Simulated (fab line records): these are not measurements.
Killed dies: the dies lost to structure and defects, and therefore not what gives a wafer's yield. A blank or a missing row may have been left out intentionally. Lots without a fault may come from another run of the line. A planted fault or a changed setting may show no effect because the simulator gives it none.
Which of the tools did it? / flow nand-harc / 18 wafers from 6 lots sampled at 3 of the route's 1159 steps

## WHAT THE GAUGES READ, wafer by wafer
NHARC_P_BONDPAD_THK_MEAS_33: measures by ellipsometry.
lot=L476; measured=day 6 15:29; on=film-metro-02; thk-nm (nm)=198.4 199.1 199.0
lot=L484; measured=day 8 13:57; on=film-metro-02; thk-nm (nm)=253.0 253.1 255.5
lot=L488; measured=day 9 17:11; on=film-metro-01; thk-nm (nm)=252.7 247.2 253.7
lot=L493; measured=day 11 04:04; on=film-metro-02; thk-nm (nm)=201.4 199.6 202.3
lot=L494; measured=day 11 07:49; on=film-metro-01; thk-nm (nm)=201.4 201.4 201.9
lot=L497; measured=day 12 10:53; on=film-metro-02; thk-nm (nm)=199.6 199.2 197.9

## WHICH TOOL RAN EACH LOT (tool, then ch and the chambers of the sampled wafers, then the start)
lot=L476; NHARC_P_M2_PVD_21=pvd-sputter-01, day 6 15:14 or earlier; NHARC_P_BONDPAD_CMP_32=cmp-04 ch 0,3, day 6 15:14
lot=L484; NHARC_P_M2_PVD_21=pvd-sputter-03, day 8 13:45 or earlier; NHARC_P_BONDPAD_CMP_32=cmp-02 ch 0,2,3, day 8 13:45
lot=L488; NHARC_P_M2_PVD_21=pvd-sputter-02, day 9 17:01 or earlier; NHARC_P_BONDPAD_CMP_32=cmp-04 ch 0,1,3, day 9 17:01
lot=L493; NHARC_P_M2_PVD_21=pvd-sputter-03, day 11 03:51 or earlier; NHARC_P_BONDPAD_CMP_32=cmp-04 ch 2,3, day 11 03:51
lot=L494; NHARC_P_M2_PVD_21=pvd-sputter-02, day 11 07:37 or earlier; NHARC_P_BONDPAD_CMP_32=cmp-02 ch 0,1,2, day 11 07:37
lot=L497; NHARC_P_M2_PVD_21=pvd-sputter-01, day 12 10:38 or earlier; NHARC_P_BONDPAD_CMP_32=cmp-01 ch 1,2,3, day 12 10:38
- NHARC_P_M2_PVD_21: deposits Cu, target thk 30 nm, time 20.49 s.
- NHARC_P_BONDPAD_CMP_32: polishes SiCN, target thk 200 nm.

## THE ANSWER, worked out from the rows above alone
Rule: what is usual is taken from the lots themselves. The widest of any qualifying gaps counts: lots, ordered by their means at a reading, are off when they make up no more than a third of the lots, leave a main group of 4 or more, and stand apart from it by 3 or more times the standard deviation of that group's means. A main group is skipped when, at the precision printed for the reading in the tables above, its means are all equal. Also off: a lot with no number at a reading for which 4 or more lots have one. All remaining lots with rows at the step are treated as sound.
Off at NHARC_P_BONDPAD_THK_MEAS_33 (thk-nm): L484, L488. For the main group the mean is 200.1 nm and the standard deviation 1.2.
A tool fits if, at a process step before that reading, it ran every lot that is off, and no sound lot after the first of them. Gauges at NHARC_P_BONDPAD_THK_MEAS_33: tried the same way as those tools. NHARC_P_M2_PVD_21 gives no start for some lots, so the hours and the order of its lots are those of NHARC_P_BONDPAD_CMP_32. Not one of the candidates tried fits.

## WHAT THE SIMULATOR PUT IN
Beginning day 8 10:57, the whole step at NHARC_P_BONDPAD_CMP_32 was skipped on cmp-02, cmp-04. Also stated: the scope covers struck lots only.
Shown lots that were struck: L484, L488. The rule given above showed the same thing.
